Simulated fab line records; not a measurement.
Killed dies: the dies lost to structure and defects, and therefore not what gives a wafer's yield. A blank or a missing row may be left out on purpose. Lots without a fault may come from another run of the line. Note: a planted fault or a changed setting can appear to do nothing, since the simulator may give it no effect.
fab line records    flow nandHarc
record: lots: 13  wafers: 39  lastDay: 24
route steps=1159 shown P_STI@100 P_GATE@167 END@1159
lots that met no fault: taken from a fault-free run of the same line
startH: start of the lot's first displayed wafer, in hours after the record's first day    waitH: time in hours since the lot's previous step    " repeats the value in the row above    L1.1+2: one row covering several wafers at once    - no value, or no start given    * or withheld: withheld    < > ~ a bound
route shown NAME@n: NAME is a module with steps in the file, n the number in the route of the first one    usual: mean/standard deviation taken from wafers without a fault    same: alike in all rows    chamber/n: place in a boat    sites: per-site readings    _std_site: the standard deviation of these    _edge_site: inner sites' mean taken away from outer sites' mean    radiusMm: how far each site lies from the wafer's centre    mask NAME#n: copy n    behind: the most recent tool/chamber to have shaped the wafer    hold: reason for holding the lot/hours on hold/outcome of the hold    device: the n, p or np transistor that did not switch    end of line: tests run on the same wafers once the route is complete    for a step that has no rows: nothing shown but its recipe    killed: dies lost to structure and defects at the first sort, not the wafer's yield    map: dies across one wafer; x = killed, . = not, _ = none there
set.NAME: the run value of the setting; set.NAME@STEP: its run value at that earlier step    model.NAME: the simulator's own value behind a step, which no gauge read
one table for each step of the route and one row for each wafer, over a sample of lots
services: from which hour (startH, from the record's first day; less than 0 if before it) a tool's chamber was out of use, for how many hours, and why
== steps ==
step: NHARC_P_STI_CMP_21
recipe: tOverpolishS: 20  targetThkNm: 380.67
usual: motorCurrentA: 12.1/0.94  overpolishRunS: 20.000/0.0094  slurryFilterDpKPa: 13.51/0.15
lot.wafer  tool    chamber  startH  waitH  motorCurrentA  overpolishRunS  slurryFilterDpKPa
L930.1     cmp-02  3        56.39   0.5    13.3           20.013          13.39
L930.4     "       1        "       "      11.9           20.003          13.59
L930.6     "       3        "       "      14.0           20.016          13.36
L933.2     cmp-02  2        70.98   0.4    10.6           19.994          13.52
L933.1     "       3        "       "      14.8           19.998          13.58
L933.6     "       0        "       "      13.1           20.002          13.32
L935.2     cmp-04  2        86.98   0.4    12.0           20.002          13.70
L935.4     "       3        "       "      13.2           20.013          13.63
L935.6     "       1        "       "      11.8           19.998          13.62
L936.4     cmp-02  0        91.97   0.4    12.8           20.011          13.40
L936.3     "       1        "       "      12.5           20.003          13.26
L936.5     "       3        "       "      14.7           19.985          13.44
L942.4     cmp-04  3        134.60  0.4    13.1           19.996          13.19
L942.1     "       1        "       "      11.9           19.984          13.49
L942.2     "       2        "       "      11.6           19.991          13.56
L945.3     cmp-02  0        141.90  0.4    12.1           20.006          13.36
L945.4     "       1        "       "      12.4           19.993          13.51
L945.5     "       3        "       "      14.0           19.999          13.48
L946.4     cmp-04  2        151.44  0.4    12.0           20.005          13.61
L946.1     "       0        "       "      12.4           20.012          13.54
L946.3     "       1        "       "      10.9           20.020          13.43
L947.3     cmp-02  0        155.97  0.4    13.2           19.995          13.38
L947.2     "       1        "       "      13.1           20.011          13.65
L947.1     "       3        "       "      14.3           20.009          13.51
L948.4     cmp-04  2        163.10  0.4    11.3           20.001          13.36
L948.1     "       3        "       "      12.9           19.989          13.65
L948.5     "       1        "       "      10.5           19.996          13.60
L950.3     cmp-01  0        175.41  0.4    12.2           20.004          13.20
L950.4     "       2        "       "      11.9           19.994          13.59
L950.6     "       1        "       "      11.8           20.002          13.08
L951.3     cmp-04  3        182.37  0.4    13.2           20.003          13.64
L951.2     "       0        "       "      12.2           20.000          13.83
L951.1     "       2        "       "      11.7           20.003          13.52
L952.1     cmp-04  2        190.35  0.4    11.9           19.996          13.61
L952.4     "       0        "       "      12.0           20.014          13.58
L952.3     "       1        "       "      11.4           20.002          13.58
L953.4     cmp-01  3        195.03  0.4    11.1           20.006          13.54
L953.1     "       1        "       "      11.7           20.014          13.81
L953.5     "       2        "       "      11.9           19.998          13.45
step: NHARC_P_GATE_EXPOSE_43
recipe: na: 0.6  targetCdNm: 720  doseMj: 14.81  maskId: P_NSD
lot.wafer   tool           chamber  startH  waitH  mask
L930.1+4+6  krfScanner-04  0        98.31   -      P_NSD#0
L933.1+2+6  krfScanner-04  0        116.98  -      P_NSD#0
L935.2+4+6  krfScanner-02  0        130.40  -      P_NSD#0
L936.3+4+5  krfScanner-04  0        141.05  -      P_PSD#0
L942.1+2+4  krfScanner-02  0        180.38  -      P_NSD#0
L945.3+4+5  krfScanner-04  0        187.21  -      P_NSD#0
L946.1+3+4  krfScanner-04  0        197.99  -      P_NSD#0
L947.1+2+3  krfScanner-02  0        203.00  -      P_NSD#0
L948.1+4+5  krfScanner-04  0        209.07  -      P_NSD#0
L950.3+4+6  krfScanner-04  0        221.69  -      P_NSD#0
L951.1+2+3  krfScanner-04  0        229.13  -      P_NSD#0
L952.1+3+4  krfScanner-02  0        233.41  -      P_NSD#0
L953.1+4+5  krfScanner-01  0        240.78  -      P_NSD#0
step: NHARC_P_GATE_CD_MEAS_46
recipe: targetCdNm: 720  landingEnergyEv: 500
usual: cdNm: 720.2/1.2
lot.wafer  tool      chamber  startH  waitH  cdNm
L930.1     cdSem-03  0        98.46   -      720.5
L930.4     "         0        "       "      722.3
L930.6     "         0        "       "      721.5
L933.1     cdSem-01  0        117.14  -      720.6
L933.2     "         0        "       "      720.9
L933.6     "         0        "       "      720.3
L935.2     cdSem-03  0        130.56  -      721.7
L935.4     "         0        "       "      720.2
L935.6     "         0        "       "      722.3
L936.3     cdSem-02  0        141.20  -      -
L936.4     "         0        "       "      -
L936.5     "         0        "       "      -
L942.1     cdSem-02  0        180.54  -      720.8
L942.2     "         0        "       "      719.9
L942.4     "         0        "       "      721.0
L945.3     cdSem-01  0        187.36  -      720.5
L945.4     "         0        "       "      719.9
L945.5     "         0        "       "      720.8
L946.1     cdSem-02  0        198.14  -      719.0
L946.3     "         0        "       "      718.6
L946.4     "         0        "       "      718.9
L947.1     cdSem-03  0        203.16  -      721.1
L947.2     "         0        "       "      718.9
L947.3     "         0        "       "      720.3
L948.1     cdSem-02  0        209.22  -      717.9
L948.4     "         0        "       "      720.4
L948.5     "         0        "       "      718.4
L950.3     cdSem-01  0        221.84  -      720.9
L950.4     "         0        "       "      721.0
L950.6     "         0        "       "      721.0
L951.1     cdSem-01  0        229.29  -      721.9
L951.2     "         0        "       "      720.8
L951.3     "         0        "       "      722.0
L952.1     cdSem-03  0        233.58  -      719.2
L952.3     "         0        "       "      720.4
L952.4     "         0        "       "      718.4
L953.1     cdSem-02  0        240.94  -      719.1
L953.4     "         0        "       "      720.1
L953.5     "         0        "       "      720.0
step: NHARC_P_GATE_STRIP_112
recipe: powerW: 1500  tempC: 110  timeS: 200  chemistry: N2/H2
usual: drypumpMotorCurrentA: 5.8/0.43  heaterPowerW: 80/6.1
lot.wafer  tool            chamber  startH  waitH  drypumpMotorCurrentA  heaterPowerW  rfHoursCounterH
L930.1     plasmaAsher-02  1        100.68  0.2    6.1                   87            28
L930.4     "               0        "       "      5.8                   77            -
L930.6     "               1        "       "      6.1                   87            -
L933.1     plasmaAsher-02  0        119.43  0.2    5.8                   77            37
L933.2     "               1        "       "      6.1                   86            37
L933.6     "               1        "       "      6.1                   89            -
L935.2     plasmaAsher-02  0        132.96  0.2    5.8                   79            42
L935.4     "               0        "       "      5.8                   78            -
L935.6     "               1        "       "      6.1                   88            -
L936.3     plasmaAsher-01  1        143.59  0.2    5.2                   80            -
L936.4     "               0        "       "      6.2                   73            -
L936.5     "               0        "       "      6.2                   75            -
L942.2     plasmaAsher-01  1        182.94  0.2    5.1                   79            20
L942.1     "               0        "       "      6.3                   73            20
L942.4     "               1        "       "      5.1                   80            -
L945.4     plasmaAsher-01  0        190.42  0.4    6.2                   72            -
L945.3     "               1        "       "      5.1                   78            -
L945.5     "               0        "       "      6.2                   73            -
L946.1     plasmaAsher-01  0        200.47  0.3    6.2                   74            32
L946.3     "               0        "       "      6.2                   74            -
L946.4     "               1        "       "      5.1                   82            -
L947.2     plasmaAsher-02  1        205.53  0.2    6.1                   95            5
L947.1     "               0        "       "      5.8                   76            5
L947.3     "               1        "       "      6.1                   93            -
L948.1     plasmaAsher-02  0        211.75  0.3    5.8                   76            7
L948.4     "               1        "       "      6.1                   93            -
L948.5     "               0        "       "      5.8                   76            -
L950.3     plasmaAsher-01  1        224.23  0.2    5.1                   78            -
L950.4     "               0        "       "      6.2                   73            -
L950.6     "               0        "       "      6.2                   72            -
L951.2     plasmaAsher-02  0        231.45  0.2    5.8                   74            14
L951.1     "               1        "       "      6.1                   94            14
L951.3     "               1        "       "      6.1                   91            -
L952.1     plasmaAsher-01  1        235.97  0.2    5.2                   79            45
L952.3     "               0        "       "      6.2                   75            -
L952.4     "               1        "       "      5.2                   78            -
L953.1     plasmaAsher-01  1        243.37  0.2    5.1                   77            47
L953.4     "               1        "       "      5.1                   79            -
L953.5     "               0        "       "      6.2                   76            -
step: NHARC_P_GATE_STRIP_113
recipe: powerW: 1500  tempC: 110  timeS: 740  chemistry: N2/H2
usual: drypumpMotorCurrentA: 5.8/0.45  heaterPowerW: 79/5.6
lot.wafer  tool            chamber  startH  waitH  drypumpMotorCurrentA  heaterPowerW  rfHoursCounterH
L930.1     plasmaAsher-02  1        102.34  0.3    6.1                   86            29
L930.4     "               0        "       "      5.8                   79            -
L930.6     "               1        "       "      6.1                   88            -
L933.2     plasmaAsher-01  0        121.13  0.2    6.3                   74            4
L933.1     "               1        "       "      5.1                   82            4
L933.6     "               1        "       "      5.1                   79            -
L935.2     plasmaAsher-02  0        134.70  0.2    5.8                   76            43
L935.4     "               1        "       "      6.1                   88            -
L935.6     "               1        "       "      6.1                   91            -
L936.4     plasmaAsher-02  0        145.74  0.4    5.8                   77            -
L936.3     "               1        "       "      6.1                   87            -
L936.5     "               0        "       "      5.8                   77            -
L942.2     plasmaAsher-01  0        185.75  1.2    6.2                   72            22
L942.1     "               1        "       "      5.1                   79            22
L942.4     "               0        "       "      6.2                   72            -
L945.4     plasmaAsher-01  0        192.73  0.8    6.2                   73            -
L945.3     "               1        "       "      5.1                   79            -
L945.5     "               1        "       "      5.1                   79            -
L946.1     plasmaAsher-01  1        202.20  0.2    5.2                   80            32
L946.3     "               1        "       "      5.2                   82            -
L946.4     "               0        "       "      6.3                   75            -
L947.1     plasmaAsher-01  1        207.25  0.2    5.2                   78            34
L947.2     "               0        "       "      6.3                   72            34
L947.3     "               0        "       "      6.2                   75            -
L948.1     plasmaAsher-01  1        213.77  0.3    5.1                   80            36
L948.4     "               1        "       "      5.2                   80            -
L948.5     "               1        "       "      5.1                   79            -
L950.4     plasmaAsher-01  0        226.09  0.3    6.3                   74            -
L950.3     "               1        "       "      5.1                   79            -
L950.6     "               1        "       "      5.1                   77            -
L951.2     plasmaAsher-01  0        233.22  0.2    6.2                   73            44
L951.1     "               1        "       "      5.2                   82            44
L951.3     "               1        "       "      5.1                   80            -
L952.1     plasmaAsher-02  0        237.85  0.3    5.8                   75            15
L952.3     "               1        "       "      6.1                   93            -
L952.4     "               0        "       "      5.8                   75            -
L953.1     plasmaAsher-01  0        245.12  0.4    6.3                   74            48
L953.4     "               1        "       "      5.2                   80            -
L953.5     "               1        "       "      5.2                   78            -
step: NHARC_END_SORT_01
recipe: tempC: 25
usual: defectLimitedYield: 95.4/1.5  killedAtArray: 26/9.6  killedAtOther: 0.7/0.92  killedAtPeriphery: 3.8/2.7  killedDies: 31/10  killedOpen: 3.3/1.7  killedShort: 1.8/1.3  sort_bin_2_pct: 1.4/0.62  sort_bin_3_pct: 0.23/0.21  sort_bin_4_pct: 2.9/0.95  sortNPass: 646/10  sortRimYieldPct: 94/3.2  sortYieldPct: 95.4/1.5
same: grossDies: 677  sort_bin_5_pct[%]: 0  sort_bin_6_pct[%]: 0  sort_bin_7_pct[%]: 0  sort_bin_8_pct[%]: 0  sortRimNGross: 106.00
lot.wafer  tool       chamber  startH  waitH  defectLimitedYield[%]  killedAtArray  killedAtOther  killedAtPeriphery  killedDies  killedOpen  killedShort  sort_bin_2_pct[%]  sort_bin_3_pct[%]  sort_bin_4_pct[%]  sortNPass  sortRimYieldPct[%]  sortYieldPct[%]
L933.1     prober-02  0        451.95  2.5    96.0                   23             0              4                  27          2           1            1.2                0.30               2.5                650        97                  96.0
L933.2     prober-02  0        452.75  2.8    95.4                   25             0              6                  31          3           4            1.8                0.15               2.7                646        97                  95.4
L933.6     prober-02  0        455.96  4.0    96.5                   24             0              0                  24          2           1            1.0                0                  2.5                653        99                  96.5
L930.1     prober-01  0        459.63  2.5    97.3                   13             2              3                  18          4           2            0.3                0.30               2.1                659        95                  97.3
L930.4     prober-01  0        462.07  3.4    97.3                   15             0              3                  18          5           4            0.6                0.15               1.9                659        96                  97.3
L930.6     prober-01  0        463.69  4.1    97.6                   12             2              2                  16          6           0            0.4                0                  1.9                661        94                  97.6
L942.1     prober-02  0        505.76  2.5    96.9                   18             1              2                  21          2           4            1.2                0.15               1.8                656        95                  96.9
L942.2     prober-02  0        506.57  2.8    95.4                   30             0              1                  31          3           2            1.3                0                  3.2                646        89                  95.4
L942.4     prober-02  0        508.19  3.4    95.6                   22             0              8                  30          5           2            1.6                0                  2.8                647        92                  95.6
L945.3     prober-01  0        536.09  3.1    93.2                   39             2              5                  46          3           3            2.1                0.44               4.3                631        93                  93.2
L945.4     prober-01  0        536.89  3.4    92.9                   39             4              5                  48          2           1            1.8                0.59               4.7                629        88                  92.9
L945.5     prober-01  0        537.68  3.7    93.6                   38             2              3                  43          3           3            2.1                0.30               4.0                634        92                  93.6
L947.1     prober-01  0        544.71  2.5    92.3                   33             1              18                 52          5           1            2.4                0.15               5.2                625        97                  92.3
L947.2     prober-01  0        545.52  2.8    94.4                   25             1              12                 38          1           1            1.9                0.59               3.1                639        92                  94.4
L947.3     prober-01  0        546.32  3.1    91.9                   44             2              9                  55          2           4            2.4                0.74               5.0                622        92                  91.9
L946.1     prober-02  0        544.73  2.5    97.5                   16             0              1                  17          1           3            0.4                0                  2.1                660        97                  97.5
L946.3     prober-02  0        546.29  3.1    97.2                   17             0              2                  19          1           4            0.7                0.15               1.9                658        96                  97.2
L946.4     prober-02  0        547.07  3.4    98.4                   11             0              0                  11          3           0            0.6                0                  1.0                666        98                  98.4
L948.1     prober-02  0        552.43  2.5    95.6                   22             2              6                  30          5           2            1.3                0.59               2.5                647        88                  95.6
L948.4     prober-02  0        554.80  3.4    96.3                   18             0              7                  25          2           3            1.5                0.15               2.1                652        93                  96.3
L948.5     prober-02  0        555.59  3.7    96.3                   19             0              6                  25          3           1            0.7                0.15               2.8                652        91                  96.3
killed by level:class
L933.1 A_CHANNEL_HOLE_D1:chamberFilmFlake=17 A_WL_FILL:chamberFilmFlake=4 P_CONTACT:geometricParticle:open=1 P_M0:geometricParticle:short=1 A_M0:geometricParticle:open=1 P_STI:chamberFilmFlake=1 P_M2:chamberFilmFlake=1 A_M0:chamberFilmFlake=1
L933.2 A_CHANNEL_HOLE_D1:chamberFilmFlake=13 A_CONTACT:chamberFilmFlake=3 P_CONTACT:geometricParticle:open=2 A_ONON_D1:geometricParticle:short=2 P_M2:chamberFilmFlake=2 P_STI:chamberFilmFlake=2 A_M0:chamberFilmFlake=2 A_CHANNEL_HOLE_D1:geometricParticle:open=1
L933.6 A_CHANNEL_HOLE_D1:chamberFilmFlake=13 A_CONTACT:chamberFilmFlake=4 A_WL_FILL:chamberFilmFlake=3 A_SOURCE_PLATE:geometricParticle:open=1 A_WL_FILL:geometricParticle:short=1 A_M0:geometricParticle:open=1 A_BLC:chamberFilmFlake=1
L930.1 A_CONTACT:chamberFilmFlake=5 A_CONTACT:geometricParticle:open=2 A_STAIRCASE:chamberFilmFlake=2 THIN_TSV:chamberFilmFlake=2 P_M0:geometricParticle:open=1 P_M1:geometricParticle:open=1 A_ONON_D1:geometricParticle:short=1 A_BLC:geometricParticle:short=1
L930.4 A_STAIRCASE:chamberFilmFlake=3 A_WL_FILL:geometricParticle:open=2 A_CONTACT:chamberFilmFlake=2 P_M0:geometricParticle:short=1 A_ONON_D1:geometricParticle:open=1 A_CHANNEL_FILL_D1:geometricParticle:open=1 A_CHANNEL_FILL_D1:geometricParticle:short=1 A_CONTACT:geometricParticle:short=1
L930.6 A_CONTACT:geometricParticle:open=4 A_STAIRCASE:chamberFilmFlake=3 A_CONTACT:chamberFilmFlake=3 P_STI:chamberFilmFlake=2 A_M0:geometricParticle:open=1 STARTING-WAFER:geometricParticle:open=1 A_CHANNEL_HOLE_D1:chamberFilmFlake=1 THIN_TSV:chamberFilmFlake=1
L942.1 A_SLIT:chamberFilmFlake=7 P_STI:chamberFilmFlake=2 A_STAIRCASE:chamberFilmFlake=2 A_SOURCE_PLATE:geometricParticle:short=1 A_CONTACT:chamberFilmFlake=1 A_SLIT:geometricParticle:short=1 A_WL_FILL:geometricParticle:open=1 A_WL_FILL:geometricParticle:short=1
L942.2 A_STAIRCASE:chamberFilmFlake=9 A_SLIT:chamberFilmFlake=7 A_CHANNEL_FILL_D1:chamberFilmFlake=5 A_CHANNEL_HOLE_D1:chamberFilmFlake=3 P_M1:geometricParticle:open=1 A_WL_FILL:geometricParticle:open=1 A_WL_FILL:geometricParticle:short=1 A_BLC:geometricParticle:open=1
L942.4 A_STAIRCASE:chamberFilmFlake=7 A_SLIT:chamberFilmFlake=6 P_BONDPAD:chamberFilmFlake=3 P_STI:chamberFilmFlake=2 A_CHANNEL_HOLE_D1:chamberFilmFlake=2 A_CHANNEL_FILL_D1:chamberFilmFlake=2 P_GATE:geometricParticle:open=1 P_M0:geometricParticle:open=1
L945.3 A_CHANNEL_HOLE_D1:chamberFilmFlake=18 A_SLIT:chamberFilmFlake=8 A_STAIRCASE:chamberFilmFlake=6 P_CONTACT:geometricParticle:short=2 A_ZERO_WELL:chamberFilmFlake=2 A_CONTACT:chamberFilmFlake=2 THIN_TSV:chamberFilmFlake=2 P_CONTACT:geometricParticle:open=1
L945.4 A_CHANNEL_HOLE_D1:chamberFilmFlake=15 A_SLIT:chamberFilmFlake=10 A_STAIRCASE:chamberFilmFlake=7 THIN_TSV:chamberFilmFlake=4 A_CONTACT:chamberFilmFlake=3 P_STI:chamberFilmFlake=2 P_CONTACT:geometricParticle:short=1 A_CONTACT:geometricParticle:open=1
L945.5 A_CHANNEL_HOLE_D1:chamberFilmFlake=15 A_SLIT:chamberFilmFlake=10 A_STAIRCASE:chamberFilmFlake=5 THIN_TSV:chamberFilmFlake=2 P_CONTACT:geometricParticle:short=1 A_CHANNEL_FILL_D1:geometricParticle:short=1 A_CONTACT:geometricParticle:open=1 A_BLC:geometricParticle:short=1
L947.1 A_CHANNEL_HOLE_D1:chamberFilmFlake=22 P_CONTACT:chamberFilmFlake=11 A_CONTACT:chamberFilmFlake=5 P_STI:chamberFilmFlake=4 A_CONTACT:geometricParticle:open=2 P_GATE:geometricParticle:open=1 P_CONTACT:geometricParticle:open=1 A_WL_FILL:geometricParticle:open=1
L946.1 A_STAIRCASE:chamberFilmFlake=6 A_CHANNEL_HOLE_D1:chamberFilmFlake=3 A_CONTACT:chamberFilmFlake=3 P_GATE:geometricParticle:short=1 A_CHANNEL_HOLE_D1:geometricParticle:short=1 A_WL_FILL:geometricParticle:open=1 A_CONTACT:geometricParticle:short=1 A_CHANNEL_FILL_D1:chamberFilmFlake=1
L947.2 A_CHANNEL_HOLE_D1:chamberFilmFlake=17 P_CONTACT:chamberFilmFlake=7 A_CONTACT:chamberFilmFlake=5 P_STI:chamberFilmFlake=4 P_M2:geometricParticle:open=1 A_CONTACT:geometricParticle:short=1 A_WL_FILL:chamberFilmFlake=1 A_M0:chamberFilmFlake=1
L946.3 A_CONTACT:chamberFilmFlake=4 A_CHANNEL_FILL_D1:geometricParticle:short=3 A_CHANNEL_HOLE_D1:chamberFilmFlake=3 P_ZERO_WELL:chamberFilmFlake=2 A_CHANNEL_FILL_D1:chamberFilmFlake=2 A_STAIRCASE:chamberFilmFlake=2 A_ONON_D1:geometricParticle:open=1 A_CONTACT:geometricParticle:short=1
L947.3 A_CHANNEL_HOLE_D1:chamberFilmFlake=30 P_STI:chamberFilmFlake=5 A_CONTACT:chamberFilmFlake=4 A_STAIRCASE:chamberFilmFlake=3 THIN_TSV:chamberFilmFlake=2 P_GATE:geometricParticle:open=1 P_CONTACT:geometricParticle:short=1 P_M2:geometricParticle:short=1
L946.4 A_CHANNEL_HOLE_D1:chamberFilmFlake=4 A_CONTACT:chamberFilmFlake=4 A_CONTACT:geometricParticle:open=2 A_ONON_D1:geometricParticle:open=1
L948.1 A_CHANNEL_HOLE_D1:chamberFilmFlake=6 A_SLIT:chamberFilmFlake=6 A_CONTACT:chamberFilmFlake=5 P_M0:geometricParticle:open=2 A_CHANNEL_FILL_D1:chamberFilmFlake=2 THIN_TSV:chamberFilmFlake=2 P_M1:geometricParticle:open=1 P_M2:geometricParticle:open=1
L948.4 A_SLIT:chamberFilmFlake=10 P_M0:chamberFilmFlake=3 A_CONTACT:chamberFilmFlake=3 P_CONTACT:geometricParticle:open=1 P_CONTACT:geometricParticle:short=1 P_M0:geometricParticle:short=1 A_SOURCE_PLATE:geometricParticle:open=1 A_CONTACT:geometricParticle:short=1
L948.5 A_SLIT:chamberFilmFlake=10 P_ZERO_WELL:chamberFilmFlake=2 A_ZERO_WELL:chamberFilmFlake=2 A_CHANNEL_HOLE_D1:chamberFilmFlake=2 A_CONTACT:chamberFilmFlake=2 P_GATE:geometricParticle:open=1 P_CONTACT:geometricParticle:short=1 P_CONTACT:geometricParticle:open=1
== services ==
tool            chamber  startH  hours  kind
cmp-04          -        43.53   0.2    repair
cmp-02          -        55.93   0.4    repair
cmp-04          -        65.37   1.8    repair
cmp-02          -        73.51   2.8    repair
cmp-04          -        76.17   0.5    repair
cmp-02          -        82.53   1.8    repair
krfScanner-04   -        89.20   0.4    repair
plasmaAsher-01  -        99.00   9.0    pm
krfScanner-04   -        102.03  1.9    repair
cmp-04          -        105.17  4.0    pm
krfScanner-04   -        120.59  0.6    repair
krfScanner-04   -        126.00  4.0    pm
cmp-02          -        128.50  4.0    pm
cmp-02          -        134.29  1.5    repair
cmp-02          -        145.79  3.1    repair
cmp-02          -        173.00  0.4    repair
cmp-04          -        181.05  0.7    repair
plasmaAsher-02  -        183.13  9.0    pm
cmp-02          -        195.89  4.7    repair
cmp-04          -        203.17  4.0    pm
krfScanner-04   -        210.28  10.5   repair
cmp-02          -        226.50  4.0    pm
cmp-02          -        233.37  2.2    repair
cmp-04          -        242.97  0.8    repair
== key ==
firstSign: step: NHARC_P_GATE_EXPOSE_43  reading: mask  direction: changed
effect: step: NHARC_P_GATE_CD_MEAS_46  reading: cdNm  direction: missing
metAt NHARC_P_GATE_EXPOSE_43
struckLots L936
rowsEnd L936.3,L936.4,L936.5
notActingAt NHARC_P_STI_CMP_21,NHARC_P_GATE_STRIP_112,NHARC_P_GATE_STRIP_113
onsetBetween 116.98 141.05
fault: kind: wrongMask  tool: any  chamber: -  onsetH: 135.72  steps: NHARC_P_GATE_EXPOSE_43  auxCopy: P_PSD#0  scope: struckLotsOnly
rowsEnd: these wafers met a further fault down the route, and their rows from its step on are left out
